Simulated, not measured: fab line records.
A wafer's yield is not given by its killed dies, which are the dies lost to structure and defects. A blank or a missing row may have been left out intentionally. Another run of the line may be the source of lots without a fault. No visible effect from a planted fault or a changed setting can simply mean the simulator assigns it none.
A sampling plan put to the test    flow n5-finfet    one fab line, 75 faults that these records tell of, each judged on the records of the lots that it struck; 2 more are left out, because the records don't allow judging them
What counts as the plan is the set of the line's own looks, namely the steps on the route at which a gauge or an inspection reads a wafer and does not change it. A look is open to judgement when struck wafers have a number at it and the file gives its usual mean and standard deviation on fault-free wafers. Caught: the struck wafers' mean, at a look after the fault's first step, is 4 or more of those standard deviations (sigma) away from the usual mean. On the tool: the test repeated on the tool's own readings taken at the fault's steps. Caught also covers a different recipe on the struck wafers, or a record left blank for those wafers only.

== THE FAULTS, as the simulator had put them in ==
1. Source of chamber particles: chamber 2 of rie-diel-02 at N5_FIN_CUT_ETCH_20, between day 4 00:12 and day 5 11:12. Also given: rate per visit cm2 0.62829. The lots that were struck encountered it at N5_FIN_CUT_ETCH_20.
2. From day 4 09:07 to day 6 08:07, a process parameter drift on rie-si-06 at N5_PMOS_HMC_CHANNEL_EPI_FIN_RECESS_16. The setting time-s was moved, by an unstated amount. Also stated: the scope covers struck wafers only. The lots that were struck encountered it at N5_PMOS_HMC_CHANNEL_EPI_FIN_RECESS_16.
3. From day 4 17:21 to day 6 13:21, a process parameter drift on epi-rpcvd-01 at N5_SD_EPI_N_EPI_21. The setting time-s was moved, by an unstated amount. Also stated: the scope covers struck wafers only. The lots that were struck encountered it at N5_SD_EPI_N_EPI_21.
4. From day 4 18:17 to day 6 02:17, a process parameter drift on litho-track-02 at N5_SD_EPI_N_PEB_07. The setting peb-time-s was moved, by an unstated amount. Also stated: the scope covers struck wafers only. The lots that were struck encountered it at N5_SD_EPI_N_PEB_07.
5. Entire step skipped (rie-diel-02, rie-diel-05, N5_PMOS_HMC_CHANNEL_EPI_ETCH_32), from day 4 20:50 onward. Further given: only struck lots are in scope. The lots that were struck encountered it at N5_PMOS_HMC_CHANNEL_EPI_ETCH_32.
6. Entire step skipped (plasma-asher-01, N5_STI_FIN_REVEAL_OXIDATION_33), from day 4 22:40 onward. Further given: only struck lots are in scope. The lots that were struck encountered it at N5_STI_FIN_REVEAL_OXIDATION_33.
7. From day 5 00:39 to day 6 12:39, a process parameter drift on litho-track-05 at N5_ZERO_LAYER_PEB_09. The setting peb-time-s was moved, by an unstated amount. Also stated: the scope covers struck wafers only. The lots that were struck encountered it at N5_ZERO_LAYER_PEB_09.
8. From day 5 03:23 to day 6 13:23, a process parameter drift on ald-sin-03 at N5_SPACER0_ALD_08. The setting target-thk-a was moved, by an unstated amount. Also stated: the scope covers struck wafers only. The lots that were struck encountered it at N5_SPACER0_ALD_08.
9. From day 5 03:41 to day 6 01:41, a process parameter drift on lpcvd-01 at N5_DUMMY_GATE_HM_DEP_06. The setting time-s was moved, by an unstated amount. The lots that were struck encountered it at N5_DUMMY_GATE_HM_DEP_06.
10. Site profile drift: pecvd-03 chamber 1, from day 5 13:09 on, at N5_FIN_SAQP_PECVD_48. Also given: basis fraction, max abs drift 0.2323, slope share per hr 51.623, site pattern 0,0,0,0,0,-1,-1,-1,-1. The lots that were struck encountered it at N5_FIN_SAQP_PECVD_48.
11. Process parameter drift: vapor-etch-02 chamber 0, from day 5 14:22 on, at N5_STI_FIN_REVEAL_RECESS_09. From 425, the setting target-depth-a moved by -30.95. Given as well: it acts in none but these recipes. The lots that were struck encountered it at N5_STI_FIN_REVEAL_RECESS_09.
12. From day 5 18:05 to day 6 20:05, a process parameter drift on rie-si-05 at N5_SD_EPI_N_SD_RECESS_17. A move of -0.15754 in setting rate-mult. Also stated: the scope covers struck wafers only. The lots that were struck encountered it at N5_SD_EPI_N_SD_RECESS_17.
13. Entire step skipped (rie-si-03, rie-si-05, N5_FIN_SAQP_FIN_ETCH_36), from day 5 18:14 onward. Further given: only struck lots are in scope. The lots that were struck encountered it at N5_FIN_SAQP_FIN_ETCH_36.
14. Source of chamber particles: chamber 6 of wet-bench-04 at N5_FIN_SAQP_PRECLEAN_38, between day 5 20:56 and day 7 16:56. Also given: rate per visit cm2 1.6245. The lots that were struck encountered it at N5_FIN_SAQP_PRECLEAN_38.
15. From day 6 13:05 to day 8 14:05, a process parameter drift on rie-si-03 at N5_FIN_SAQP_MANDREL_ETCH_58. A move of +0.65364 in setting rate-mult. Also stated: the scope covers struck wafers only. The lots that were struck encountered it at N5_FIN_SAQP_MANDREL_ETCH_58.
16. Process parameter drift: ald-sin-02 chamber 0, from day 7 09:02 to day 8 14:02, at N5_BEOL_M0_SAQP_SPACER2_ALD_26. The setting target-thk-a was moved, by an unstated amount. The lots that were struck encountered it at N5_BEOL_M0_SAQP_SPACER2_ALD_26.
17. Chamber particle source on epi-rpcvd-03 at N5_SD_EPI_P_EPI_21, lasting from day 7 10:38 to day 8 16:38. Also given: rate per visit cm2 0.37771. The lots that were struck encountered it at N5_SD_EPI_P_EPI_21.
18. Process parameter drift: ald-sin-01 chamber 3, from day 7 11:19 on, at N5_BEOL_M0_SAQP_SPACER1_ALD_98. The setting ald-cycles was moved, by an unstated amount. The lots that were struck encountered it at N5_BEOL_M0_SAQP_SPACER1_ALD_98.
19. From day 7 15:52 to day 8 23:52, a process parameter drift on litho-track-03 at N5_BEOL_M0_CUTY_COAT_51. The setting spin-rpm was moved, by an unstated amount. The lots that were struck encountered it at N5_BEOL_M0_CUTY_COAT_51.
20. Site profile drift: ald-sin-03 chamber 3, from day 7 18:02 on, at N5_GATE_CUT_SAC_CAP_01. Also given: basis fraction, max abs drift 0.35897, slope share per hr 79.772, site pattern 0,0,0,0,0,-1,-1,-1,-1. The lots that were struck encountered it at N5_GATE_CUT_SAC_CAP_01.
21. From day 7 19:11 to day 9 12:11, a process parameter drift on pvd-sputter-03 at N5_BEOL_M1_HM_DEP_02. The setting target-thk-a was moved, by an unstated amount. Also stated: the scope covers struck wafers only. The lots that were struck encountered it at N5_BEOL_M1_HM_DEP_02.
22. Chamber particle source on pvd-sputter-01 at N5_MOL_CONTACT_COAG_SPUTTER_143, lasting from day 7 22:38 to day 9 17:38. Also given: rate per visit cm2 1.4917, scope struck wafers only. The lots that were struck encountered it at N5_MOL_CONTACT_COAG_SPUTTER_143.
23. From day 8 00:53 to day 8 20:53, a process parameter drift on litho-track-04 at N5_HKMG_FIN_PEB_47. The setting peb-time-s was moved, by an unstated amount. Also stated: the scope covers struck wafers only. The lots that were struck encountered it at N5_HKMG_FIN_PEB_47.
24. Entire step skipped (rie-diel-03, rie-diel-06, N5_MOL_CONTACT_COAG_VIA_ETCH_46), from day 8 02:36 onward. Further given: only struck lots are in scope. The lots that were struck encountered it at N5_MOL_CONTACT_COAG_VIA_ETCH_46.
25. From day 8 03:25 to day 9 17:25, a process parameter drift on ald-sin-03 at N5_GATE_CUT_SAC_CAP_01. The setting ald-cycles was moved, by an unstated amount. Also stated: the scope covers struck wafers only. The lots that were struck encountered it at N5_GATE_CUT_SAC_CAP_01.
26. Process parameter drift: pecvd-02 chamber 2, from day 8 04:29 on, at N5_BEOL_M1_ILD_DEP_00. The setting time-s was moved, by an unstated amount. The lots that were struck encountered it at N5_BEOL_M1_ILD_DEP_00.
27. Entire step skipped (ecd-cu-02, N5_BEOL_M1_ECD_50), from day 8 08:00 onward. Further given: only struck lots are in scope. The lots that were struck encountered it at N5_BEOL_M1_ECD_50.
28. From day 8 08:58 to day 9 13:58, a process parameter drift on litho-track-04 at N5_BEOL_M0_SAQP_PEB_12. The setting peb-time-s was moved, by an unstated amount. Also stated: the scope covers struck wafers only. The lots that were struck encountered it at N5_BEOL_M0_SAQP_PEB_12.
29. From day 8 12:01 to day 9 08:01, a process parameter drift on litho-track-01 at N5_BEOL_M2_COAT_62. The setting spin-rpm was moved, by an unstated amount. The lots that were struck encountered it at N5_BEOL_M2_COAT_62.
30. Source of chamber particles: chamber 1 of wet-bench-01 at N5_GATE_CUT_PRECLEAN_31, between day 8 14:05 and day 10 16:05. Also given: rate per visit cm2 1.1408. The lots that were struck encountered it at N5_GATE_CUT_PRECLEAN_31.
31. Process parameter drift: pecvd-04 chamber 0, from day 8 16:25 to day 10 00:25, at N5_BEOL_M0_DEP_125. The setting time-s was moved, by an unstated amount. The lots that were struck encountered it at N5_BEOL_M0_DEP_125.
32. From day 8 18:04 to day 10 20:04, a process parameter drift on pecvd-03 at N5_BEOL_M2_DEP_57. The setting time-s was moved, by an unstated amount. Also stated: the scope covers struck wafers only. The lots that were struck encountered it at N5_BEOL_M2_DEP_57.
33. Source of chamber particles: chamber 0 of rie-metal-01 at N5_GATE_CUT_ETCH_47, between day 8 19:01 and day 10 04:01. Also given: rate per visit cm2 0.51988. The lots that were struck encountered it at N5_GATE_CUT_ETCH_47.
34. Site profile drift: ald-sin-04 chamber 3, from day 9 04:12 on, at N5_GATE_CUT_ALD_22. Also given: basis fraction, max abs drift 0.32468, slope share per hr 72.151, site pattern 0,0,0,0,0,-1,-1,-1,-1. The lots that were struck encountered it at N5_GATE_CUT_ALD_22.
35. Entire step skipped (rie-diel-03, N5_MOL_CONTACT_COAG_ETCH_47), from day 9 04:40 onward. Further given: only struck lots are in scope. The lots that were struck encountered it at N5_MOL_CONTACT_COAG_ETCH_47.
36. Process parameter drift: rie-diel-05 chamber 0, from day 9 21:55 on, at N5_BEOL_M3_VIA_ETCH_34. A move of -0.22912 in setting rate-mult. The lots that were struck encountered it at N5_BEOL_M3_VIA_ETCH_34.
37. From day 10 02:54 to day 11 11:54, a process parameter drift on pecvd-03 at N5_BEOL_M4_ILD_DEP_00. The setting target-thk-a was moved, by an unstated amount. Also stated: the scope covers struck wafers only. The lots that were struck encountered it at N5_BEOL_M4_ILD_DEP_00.
38. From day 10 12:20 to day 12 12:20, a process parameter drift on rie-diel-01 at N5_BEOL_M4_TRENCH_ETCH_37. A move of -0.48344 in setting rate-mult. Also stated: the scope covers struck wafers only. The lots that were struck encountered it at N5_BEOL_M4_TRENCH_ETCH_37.
39. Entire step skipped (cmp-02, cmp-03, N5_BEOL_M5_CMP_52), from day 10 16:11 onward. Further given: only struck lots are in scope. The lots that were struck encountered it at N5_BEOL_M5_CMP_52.
40. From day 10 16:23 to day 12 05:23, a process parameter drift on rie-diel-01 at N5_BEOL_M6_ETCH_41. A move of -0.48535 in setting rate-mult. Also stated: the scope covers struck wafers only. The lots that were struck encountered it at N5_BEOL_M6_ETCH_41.
41. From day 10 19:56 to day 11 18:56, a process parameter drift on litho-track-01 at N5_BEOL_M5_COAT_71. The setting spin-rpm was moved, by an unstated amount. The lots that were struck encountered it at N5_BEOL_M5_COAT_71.
42. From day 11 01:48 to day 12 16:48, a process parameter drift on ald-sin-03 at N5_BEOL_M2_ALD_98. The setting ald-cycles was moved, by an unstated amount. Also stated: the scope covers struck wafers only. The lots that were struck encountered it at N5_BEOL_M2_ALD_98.
43. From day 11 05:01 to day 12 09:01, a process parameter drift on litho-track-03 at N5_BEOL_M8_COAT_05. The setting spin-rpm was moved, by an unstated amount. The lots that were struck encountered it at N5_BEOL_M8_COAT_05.
44. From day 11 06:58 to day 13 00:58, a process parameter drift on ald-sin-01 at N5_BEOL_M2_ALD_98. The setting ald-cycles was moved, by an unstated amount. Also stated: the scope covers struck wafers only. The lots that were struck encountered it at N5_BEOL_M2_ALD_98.
45. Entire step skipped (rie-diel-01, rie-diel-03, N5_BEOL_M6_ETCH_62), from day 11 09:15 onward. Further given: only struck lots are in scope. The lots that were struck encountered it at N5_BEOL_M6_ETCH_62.
46. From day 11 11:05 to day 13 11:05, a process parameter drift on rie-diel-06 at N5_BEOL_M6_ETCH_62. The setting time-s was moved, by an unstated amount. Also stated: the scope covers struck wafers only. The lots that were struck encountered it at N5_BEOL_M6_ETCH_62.
47. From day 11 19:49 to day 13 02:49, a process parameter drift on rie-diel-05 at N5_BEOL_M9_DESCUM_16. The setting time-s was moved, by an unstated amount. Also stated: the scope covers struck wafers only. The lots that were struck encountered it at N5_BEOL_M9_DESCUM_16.
48. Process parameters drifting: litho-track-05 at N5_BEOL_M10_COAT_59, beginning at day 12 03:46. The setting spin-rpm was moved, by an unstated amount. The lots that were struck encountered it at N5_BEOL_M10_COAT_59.
49. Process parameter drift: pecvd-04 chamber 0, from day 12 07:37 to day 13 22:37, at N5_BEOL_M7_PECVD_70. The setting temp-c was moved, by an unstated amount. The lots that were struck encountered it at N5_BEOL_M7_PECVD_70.
50. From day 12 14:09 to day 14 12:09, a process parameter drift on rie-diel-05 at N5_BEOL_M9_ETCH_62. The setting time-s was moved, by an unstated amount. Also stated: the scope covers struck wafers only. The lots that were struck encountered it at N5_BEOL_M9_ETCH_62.
51. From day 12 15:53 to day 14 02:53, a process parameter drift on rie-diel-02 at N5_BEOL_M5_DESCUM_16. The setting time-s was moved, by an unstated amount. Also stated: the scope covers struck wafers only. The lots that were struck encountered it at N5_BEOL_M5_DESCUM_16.
52. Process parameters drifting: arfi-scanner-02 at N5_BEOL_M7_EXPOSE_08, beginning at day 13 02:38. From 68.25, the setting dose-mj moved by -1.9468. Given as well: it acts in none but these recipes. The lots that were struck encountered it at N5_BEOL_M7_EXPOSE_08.
53. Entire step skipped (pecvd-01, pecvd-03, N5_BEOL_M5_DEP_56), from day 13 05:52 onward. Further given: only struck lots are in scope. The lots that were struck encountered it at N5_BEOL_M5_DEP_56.
54. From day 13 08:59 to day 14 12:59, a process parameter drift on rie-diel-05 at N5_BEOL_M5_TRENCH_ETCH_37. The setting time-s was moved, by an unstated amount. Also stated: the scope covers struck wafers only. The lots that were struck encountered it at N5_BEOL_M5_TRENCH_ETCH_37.
55. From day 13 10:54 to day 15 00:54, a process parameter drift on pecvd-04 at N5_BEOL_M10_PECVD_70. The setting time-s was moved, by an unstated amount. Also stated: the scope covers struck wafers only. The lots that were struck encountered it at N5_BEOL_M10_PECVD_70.
56. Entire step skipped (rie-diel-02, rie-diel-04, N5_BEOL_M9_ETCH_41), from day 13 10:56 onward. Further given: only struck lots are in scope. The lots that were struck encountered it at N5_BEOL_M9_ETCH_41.
57. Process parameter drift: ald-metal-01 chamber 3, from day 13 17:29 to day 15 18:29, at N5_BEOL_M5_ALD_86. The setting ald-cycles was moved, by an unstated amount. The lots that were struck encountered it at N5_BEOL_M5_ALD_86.
58. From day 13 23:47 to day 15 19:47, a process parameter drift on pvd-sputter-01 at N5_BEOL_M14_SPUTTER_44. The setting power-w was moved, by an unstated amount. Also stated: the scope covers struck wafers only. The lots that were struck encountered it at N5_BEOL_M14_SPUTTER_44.
59. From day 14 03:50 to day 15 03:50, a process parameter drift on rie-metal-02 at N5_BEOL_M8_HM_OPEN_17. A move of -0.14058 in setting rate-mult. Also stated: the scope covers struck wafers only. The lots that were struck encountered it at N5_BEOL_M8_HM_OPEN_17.
60. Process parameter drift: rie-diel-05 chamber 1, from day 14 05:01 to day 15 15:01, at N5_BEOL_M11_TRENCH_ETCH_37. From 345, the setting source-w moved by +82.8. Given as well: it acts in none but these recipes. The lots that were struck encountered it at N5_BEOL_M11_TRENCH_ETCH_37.
61. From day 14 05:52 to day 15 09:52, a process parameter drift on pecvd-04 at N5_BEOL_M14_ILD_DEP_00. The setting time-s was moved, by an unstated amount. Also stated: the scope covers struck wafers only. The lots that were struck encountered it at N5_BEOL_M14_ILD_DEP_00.
62. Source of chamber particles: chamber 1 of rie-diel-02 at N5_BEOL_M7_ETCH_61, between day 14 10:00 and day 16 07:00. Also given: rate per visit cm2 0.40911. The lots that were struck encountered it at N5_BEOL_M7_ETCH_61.
63. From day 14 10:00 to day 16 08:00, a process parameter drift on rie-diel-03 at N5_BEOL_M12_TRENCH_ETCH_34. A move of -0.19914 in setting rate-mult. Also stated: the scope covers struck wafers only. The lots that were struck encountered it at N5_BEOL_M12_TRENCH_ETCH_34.
64. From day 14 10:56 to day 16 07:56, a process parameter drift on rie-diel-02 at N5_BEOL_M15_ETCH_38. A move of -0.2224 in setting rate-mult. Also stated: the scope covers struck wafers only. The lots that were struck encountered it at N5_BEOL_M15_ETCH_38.
65. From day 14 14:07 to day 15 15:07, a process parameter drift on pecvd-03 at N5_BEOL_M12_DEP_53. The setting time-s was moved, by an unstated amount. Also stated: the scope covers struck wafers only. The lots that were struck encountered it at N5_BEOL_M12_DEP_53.
66. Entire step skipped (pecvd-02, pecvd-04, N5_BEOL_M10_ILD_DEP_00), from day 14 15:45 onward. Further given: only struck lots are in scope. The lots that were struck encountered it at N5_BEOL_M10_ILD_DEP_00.
67. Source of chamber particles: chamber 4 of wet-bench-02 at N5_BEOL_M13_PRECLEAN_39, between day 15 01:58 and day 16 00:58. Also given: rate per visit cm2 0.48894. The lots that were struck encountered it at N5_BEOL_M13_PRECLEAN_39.
68. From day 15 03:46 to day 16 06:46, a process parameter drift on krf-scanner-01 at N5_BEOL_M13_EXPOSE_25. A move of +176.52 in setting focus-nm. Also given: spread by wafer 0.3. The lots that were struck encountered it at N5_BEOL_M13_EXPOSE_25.
69. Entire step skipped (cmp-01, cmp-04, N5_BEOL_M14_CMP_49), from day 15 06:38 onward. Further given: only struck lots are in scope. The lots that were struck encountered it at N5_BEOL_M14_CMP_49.
70. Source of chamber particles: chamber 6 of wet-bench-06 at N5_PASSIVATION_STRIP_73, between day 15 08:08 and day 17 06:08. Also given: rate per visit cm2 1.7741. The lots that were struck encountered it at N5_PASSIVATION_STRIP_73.
71. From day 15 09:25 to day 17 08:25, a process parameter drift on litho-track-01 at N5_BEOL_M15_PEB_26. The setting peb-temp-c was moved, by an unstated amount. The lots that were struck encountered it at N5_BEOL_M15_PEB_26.
72. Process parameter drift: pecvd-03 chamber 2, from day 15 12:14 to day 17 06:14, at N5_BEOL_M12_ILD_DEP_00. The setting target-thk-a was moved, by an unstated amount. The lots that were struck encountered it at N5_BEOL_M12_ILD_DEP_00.
73. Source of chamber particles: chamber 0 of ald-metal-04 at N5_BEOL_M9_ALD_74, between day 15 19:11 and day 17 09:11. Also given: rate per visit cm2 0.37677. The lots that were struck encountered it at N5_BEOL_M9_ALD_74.
74. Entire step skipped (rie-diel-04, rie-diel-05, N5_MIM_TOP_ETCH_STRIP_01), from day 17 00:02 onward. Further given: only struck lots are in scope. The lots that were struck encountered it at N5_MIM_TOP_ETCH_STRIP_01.
75. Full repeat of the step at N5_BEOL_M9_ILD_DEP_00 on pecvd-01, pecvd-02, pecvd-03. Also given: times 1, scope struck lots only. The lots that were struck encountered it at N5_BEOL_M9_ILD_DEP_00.

== WHAT THE PLAN SAW ==
fault  on the tool itself                                first look that catches it                       reading, sigma                                                       median hours from its first step to that look  hours from the fault's start to the first struck lot there  judged looks passed uncaught
1      under 2 sigma                                     N5_FIN_CUT_INSPECT_17                            raw-defect-count +5.6                                                0.9                                            10                                                          0
2      under 2 sigma                                     none of the 2 looks that can be judged after it  strongest: HMC_CMP_THK at N5_PMOS_HMC_CHANNEL_EPI_THK_MEAS_22, -3.4  -                                              -                                                           2
3      no reading that can be judged                     none of the 2 looks that can be judged after it  strongest: thk-nm at N5_SD_EPI_N_EPI_MEAS_23, +3.8                   -                                              -                                                           2
4      under 2 sigma                                     none of the 3 looks that can be judged after it  -                                                                    -                                              -                                                           3
5      the tool's record is blank for the struck wafers  no look after it can be judged                   -                                                                    -                                              -                                                           0
6      the tool's record is blank for the struck wafers  not the one look that can be judged after it     strongest: cd-nm at N5_STI_FIN_REVEAL_CD_MEAS_22, +3.8               -                                              -                                                           1
7      no reading that can be judged                     none of the 2 looks that can be judged after it  strongest: cd-nm at N5_ZERO_LAYER_CD_MEAS_11, -3.4                   -                                              -                                                           2
8      under 2 sigma                                     no look after it can be judged                   -                                                                    -                                              -                                                           0
9      under 2 sigma                                     no look after it can be judged                   -                                                                    -                                              -                                                           0
10     under 2 sigma                                     none of the 5 looks that can be judged after it  -                                                                    -                                              -                                                           5
11     under 2 sigma                                     none of the 2 looks that can be judged after it  strongest: trench-depth-nm at N5_STI_FIN_REVEAL_FIN_H_MEAS_10, -3.8  -                                              -                                                           2
12     only faintly: oes-product-au -2.5 sigma           no look after it can be judged                   -                                                                    -                                              -                                                           0
13     the tool's record is blank for the struck wafers  N5_FIN_SAQP_OCD_MEAS_76                          trench-depth-nm -79                                                  0.2                                            4                                                           0
14     no reading that can be judged                     N5_FIN_SAQP_INSPECT_40                           raw-defect-count +17                                                 0.1                                            13                                                          0
15     under 2 sigma                                     no look after it can be judged                   -                                                                    -                                              -                                                           0
16     under 2 sigma                                     N5_BEOL_M0_SAQP_CD_MEAS_29                       cd-nm +34                                                            0.9                                            1                                                           0
17     no reading that can be judged                     N5_SD_EPI_P_INSPECT_26                           raw-defect-count +6.5                                                4.4                                            9                                                           0
18     under 2 sigma                                     N5_BEOL_M0_SAQP_CD_MEAS_25                       cd-nm +12                                                            0.7                                            12                                                          0
19     spin-speed-rpm -47 sigma                          not the one look that can be judged after it     -                                                                    -                                              -                                                           1
20     under 2 sigma                                     N5_MOL_CONTACT_COAG_THK_MEAS_29                  MD_CAP_THK -46                                                       14.9                                           17                                                          0
21     under 2 sigma                                     not the one look that can be judged after it     -                                                                    -                                              -                                                           1
22     under 2 sigma                                     not the one look that can be judged after it     -                                                                    -                                              -                                                           1
23     under 2 sigma                                     N5_HKMG_FIN_CD_MEAS_49                           cd-nm -22                                                            0.1                                            8                                                           0
24     the tool's record is blank for the struck wafers  no look after it can be judged                   -                                                                    -                                              -                                                           0
25     under 2 sigma                                     N5_MOL_CONTACT_COAG_THK_MEAS_29                  MD_CAP_THK +99 or beyond                                             15.8                                           24                                                          0
26     under 2 sigma                                     N5_BEOL_M1_THK_MEAS_01                           M1_ILD_THK -18                                                       0.1                                            18                                                          0
27     no reading that can be judged                     no look after it can be judged                   -                                                                    -                                              -                                                           0
28     no reading that can be judged                     N5_BEOL_M0_SAQP_CD_MEAS_14                       cd-nm +6.4                                                           0.1                                            10                                                          0
29     spin-speed-rpm +99 or beyond sigma                not the one look that can be judged after it     -                                                                    -                                              -                                                           1
30     no reading that can be judged                     none of the 2 looks that can be judged after it  -                                                                    -                                              -                                                           2
31     under 2 sigma                                     not the one look that can be judged after it     -                                                                    -                                              -                                                           1
32     under 2 sigma                                     none of the 2 looks that can be judged after it  -                                                                    -                                              -                                                           2
33     under 2 sigma                                     none of the 3 looks that can be judged after it  -                                                                    -                                              -                                                           3
34     under 2 sigma                                     no look after it can be judged                   -                                                                    -                                              -                                                           0
35     the tool's record is blank for the struck wafers  no look after it can be judged                   -                                                                    -                                              -                                                           0
36     under 2 sigma                                     not the one look that can be judged after it     -                                                                    -                                              -                                                           1
37     under 2 sigma                                     N5_BEOL_M4_THK_MEAS_01                           M4_ILD_THK -42                                                       0.1                                            17                                                          0
38     only faintly: oes-product-au -3.2 sigma           N5_BEOL_M4_OCD_MEAS_38                           trench-depth-nm -24                                                  0.2                                            47                                                          0
39     the tool's record is blank for the struck wafers  N5_BEOL_M5_THK_MEAS_53                           M5_THK +99 or beyond                                                 0.3                                            2                                                           0
40     only faintly: oes-product-au -3.1 sigma           no look after it can be judged                   -                                                                    -                                              -                                                           0
41     spin-speed-rpm +45 sigma                          none of the 3 looks that can be judged after it  -                                                                    -                                              -                                                           3
42     under 2 sigma                                     not the one look that can be judged after it     -                                                                    -                                              -                                                           1
43     spin-speed-rpm +99 or beyond sigma                none of the 3 looks that can be judged after it  -                                                                    -                                              -                                                           3
44     under 2 sigma                                     not the one look that can be judged after it     -                                                                    -                                              -                                                           1
45     the tool's record is blank for the struck wafers  no look after it can be judged                   -                                                                    -                                              -                                                           0
46     only faintly: oes-product-au +2.1 sigma           no look after it can be judged                   -                                                                    -                                              -                                                           0
47     under 2 sigma                                     no look after it can be judged                   -                                                                    -                                              -                                                           0
48     spin-speed-rpm +99 or beyond sigma                no look after it can be judged                   -                                                                    -                                              -                                                           0
49     susceptor-temp-C +53 sigma                        no look after it can be judged                   -                                                                    -                                              -                                                           0
50     under 2 sigma                                     no look after it can be judged                   -                                                                    -                                              -                                                           0
51     under 2 sigma                                     no look after it can be judged                   -                                                                    -                                              -                                                           0
52     exposure-dose-mJ-cm2 -26 sigma                    none of the 3 looks that can be judged after it  -                                                                    -                                              -                                                           3
53     the tool's record is blank for the struck wafers  no look after it can be judged                   -                                                                    -                                              -                                                           0
54     run-length-s -32 sigma                            N5_BEOL_M5_OCD_MEAS_38                           trench-depth-nm -38                                                  0.1                                            13                                                          0
55     under 2 sigma                                     not the one look that can be judged after it     -                                                                    -                                              -                                                           1
56     the tool's record is blank for the struck wafers  no look after it can be judged                   -                                                                    -                                              -                                                           0
57     under 2 sigma                                     N5_BEOL_M15_RC_MEAS_101                          SERP_M5 +5.5                                                         87.5                                           88                                                          0
58     cathode-dc-power-W +99 or beyond sigma            no look after it can be judged                   -                                                                    -                                              -                                                           0
59     under 2 sigma                                     no look after it can be judged                   -                                                                    -                                              -                                                           0
60     rf-fwd-power-W +59 sigma                          N5_BEOL_M11_OCD_MEAS_38                          trench-depth-nm +4.3                                                 0.2                                            0                                                           0
61     run-length-s +45 sigma                            N5_BEOL_M14_THK_MEAS_01                          M14_ILD_THK +11                                                      0.2                                            16                                                          0
62     under 2 sigma                                     no look after it can be judged                   -                                                                    -                                              -                                                           0
63     under 2 sigma                                     N5_BEOL_M12_OCD_MEAS_35                          trench-depth-nm -20                                                  0.1                                            0                                                           0
64     under 2 sigma                                     no look after it can be judged                   -                                                                    -                                              -                                                           0
65     under 2 sigma                                     not the one look that can be judged after it     -                                                                    -                                              -                                                           1
66     the tool's record is blank for the struck wafers  no look after it can be judged                   -                                                                    -                                              -                                                           0
67     no reading that can be judged                     no look after it can be judged                   -                                                                    -                                              -                                                           0
68     exposure-dose-mJ-cm2 -90 sigma                    N5_BEOL_M13_CD_MEAS_28                           cd-nm +22                                                            0.2                                            12                                                          0
69     the tool's record is blank for the struck wafers  N5_BEOL_M14_THK_MEAS_50                          M14_THK +56                                                          0.2                                            1                                                           0
70     no reading that can be judged                     no look after it can be judged                   -                                                                    -                                              -                                                           0
71     plate-temp-C +37 sigma                            N5_BEOL_M15_CD_MEAS_28                           cd-nm +9.7                                                           0.1                                            1                                                           0
72     under 2 sigma                                     N5_BEOL_M12_THK_MEAS_01                          M12_ILD_THK +4.2                                                     0.1                                            4                                                           0
73     under 2 sigma                                     not the one look that can be judged after it     -                                                                    -                                              -                                                           1
74     the tool's record is blank for the struck wafers  no look after it can be judged                   -                                                                    -                                              -                                                           0
75     under 2 sigma                                     N5_BEOL_M9_THK_MEAS_01                           M9_ILD_THK +69                                                       1.7                                            -                                                           0
A dash: the fault isn't caught, or these records don't give the number.

Caught at a look: 24 of 75. Caught on the tool: 25 of 75. By one or the other: 41 of 75.
Faults 5, 6, 19, 24, 29, 35, 41, 43, 45, 48, 49, 52, 53, 56, 58, 66, 74 were caught on the tool alone.
Caught at a look alone: faults 1, 14, 16, 17, 18, 20, 23, 25, 26, 28, 37, 38, 57, 63, 72, 75.
Caught by neither: faults 2, 3, 4, 7, 8, 9, 10, 11, 12, 15, 21, 22, 27, 30, 31, 32, 33, 34, 36, 40, 42, 44, 46, 47, 50, 51, 55, 59, 62, 64, 65, 67, 70, 73.

== THINNER SAMPLING ==
In the worst case, this is how late the first struck lot would be measured if the look that catches a fault measured only every second or every third lot, by lot number:
fault  struck lots at that look, in order of time  every lot  every second lot  every third lot
1      L603, L604                                  10 h       16 h              may miss all 2
13     L722, L723, L724                            4 h        9 h               15 h
14     L344, L345                                  13 h       19 h              may miss all 2
16     L562, L565                                  1 h        4 h               may miss all 2
17     L469, L471                                  9 h        may miss all 2    may miss all 2
18     L360, L361                                  12 h       15 h              may miss all 2
20     L814, L816, L817                            17 h       40 h              may miss all 3
23     L875, L876                                  8 h        13 h              may miss all 2
25     L605, L608                                  24 h       43 h              may miss all 2
26     L987                                        18 h       may miss it       may miss it
28     L952, L953                                  10 h       13 h              may miss all 2
37     L701, L702                                  17 h       18 h              may miss all 2
38     L460                                        47 h       may miss it       may miss it
39     L514, L512, L517                            2 h        29 h              may miss all 3
54     L669                                        13 h       may miss it       may miss it
57     L997, L998                                  88 h       92 h              may miss all 2
60     L311                                        0 h        may miss it       may miss it
61     L137, L139                                  16 h       may miss all 2    may miss all 2
63     L630, L634                                  0 h        may miss all 2    may miss all 2
68     L231, L230                                  12 h       14 h              may miss all 2
69     L795, L794                                  1 h        3 h               may miss all 2
71     L478, L479                                  1 h        24 h              may miss all 2
72     L720, L721                                  4 h        13 h              may miss all 2
Hours are from the fault's start to the first struck lot that is measured. The limit of 4 sigma was tested on all struck wafers together, so one lot alone may lie under it. Other struck lots may not be in these records.

== THE LONGEST TIMED WAY FROM STEP TO LOOK ==
Fault 57: median gap of 87.5 hours between N5_BEOL_M5_ALD_86 and N5_BEOL_M15_RC_MEAS_101. No look between them can be judged.
